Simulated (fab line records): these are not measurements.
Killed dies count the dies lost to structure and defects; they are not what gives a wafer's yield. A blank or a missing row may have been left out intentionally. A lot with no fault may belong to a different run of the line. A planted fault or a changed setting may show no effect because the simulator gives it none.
Split-lot trial ; flow n5-finfet ; route with 1938 steps; 7 lots, 21 wafers read

## THE SPLIT
At N5_BEOL_M12_COAT_22 (resist thk 300 nm), the setting spin-rpm was moved away from the recipe's 2888 rpm on 2 of the 21 wafers read, by +3.3% to +9.3%. This setting was run at the recipe's value on the other wafers.

The split's own step is where the reading is taken.

## THE READING
coat_of_BEOL_M12_COAT_22.thk-nm (the simulator's own value, which no gauge read), in nm, at N5_BEOL_M12_COAT_22 (resist thk 300 nm). No usual value for it is given in the file. Average 300.0 nm, standard deviation 1.1 nm, over the 19 wafers here run with the recipe.

wafer;tool, chamber at the split;spin-rpm as run, rpm;against the recipe;coat_of_BEOL_M12_COAT_22.thk-nm, nm;against lot-mates on the recipe
L077.1;litho-track-05, 0;2888;recipe;300.6;-
L077.3;litho-track-05, 0;2888;recipe;300.2;-
L077.5;litho-track-05, 0;2888;recipe;301.2;-
L082.1;litho-track-01, 0;2888;recipe;299.6;-
L082.3;litho-track-01, 0;2888;recipe;300.4;-
L082.5;litho-track-01, 0;2888;recipe;298.6;-
L087.2;litho-track-05, 0;2888;recipe;300.2;-
L087.3;litho-track-05, 0;2888;recipe;301.6;-
L087.5;litho-track-05, 0;2983;+3.3%;295.6;-5.3
L092.3;litho-track-01, 0;2888;recipe;299.8;-
L092.4;litho-track-01, 0;3156;+9.3%;286.8;-13.5
L092.6;litho-track-01, 0;2888;recipe;300.8;-
L094.1;litho-track-05, 0;2888;recipe;301.8;-
L094.3;litho-track-05, 0;2888;recipe;300.8;-
L094.4;litho-track-05, 0;2888;recipe;301.6;-
L095.1;litho-track-01, 0;2888;recipe;298.8;-
L095.2;litho-track-01, 0;2888;recipe;298.4;-
L095.3;litho-track-01, 0;2888;recipe;298;-
L097.3;litho-track-02, 0;2888;recipe;299.6;-
L097.4;litho-track-02, 0;2888;recipe;299;-
L097.6;litho-track-02, 0;2888;recipe;299.8;-

THE FIT
A straight line over all 21 wafers: coat_of_BEOL_M12_COAT_22.thk-nm changes by -1.42 nm for each +1% of spin-rpm; r = -0.94; the points scatter about the line by 1.1 nm.
The same after taking each lot's own level away (the mean of its wafers on the recipe; 21 wafers): -1.47 nm for each +1%; r = -0.99; scatter 0.52 nm.
The reading moves by 14 nm for the largest change in spin-rpm, on that fit.
Measured against the standard deviation above, the lots' own levels, which go from 298.40 to 301.40 nm, span 2.7 times it.
The two slopes are in agreement: the lot-to-lot level therefore moves the slope only a little.
Check: for one of the wafers moved furthest among these (+9.3%), held out of the fit, the line's prediction against its lot-mates is -15 nm. Against them it came out at -13.5 nm.

## OTHER SPLITS ON THESE WAFERS
These wafers also went through other splits before the reading. Each is held against what the fit with the lots' levels taken away leaves over:
other split on the same wafers;wafers away from the commonest value;r with coat_of_BEOL_M12_COAT_22.thk-nm (lot level and that fit taken away)
N5_BEOL_M9_EXPOSE_25 dose-mj;11;+0.29
N5_BEOL_M11_ILD_DEP_00 time-s;8;+0.04
N5_BEOL_M11_COAT_05 spin-rpm;8;-0.11
N5_BEOL_M11_TRENCH_ETCH_37 source-w;4;-0.44
N5_BEOL_M11_ETCH_41 time-s;8;-0.08

## THE FILE'S OWN FIT
coat_of_BEOL_M12_COAT_22.thk-nm changes by -1.47 nm for each +1% of spin-rpm, r = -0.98.
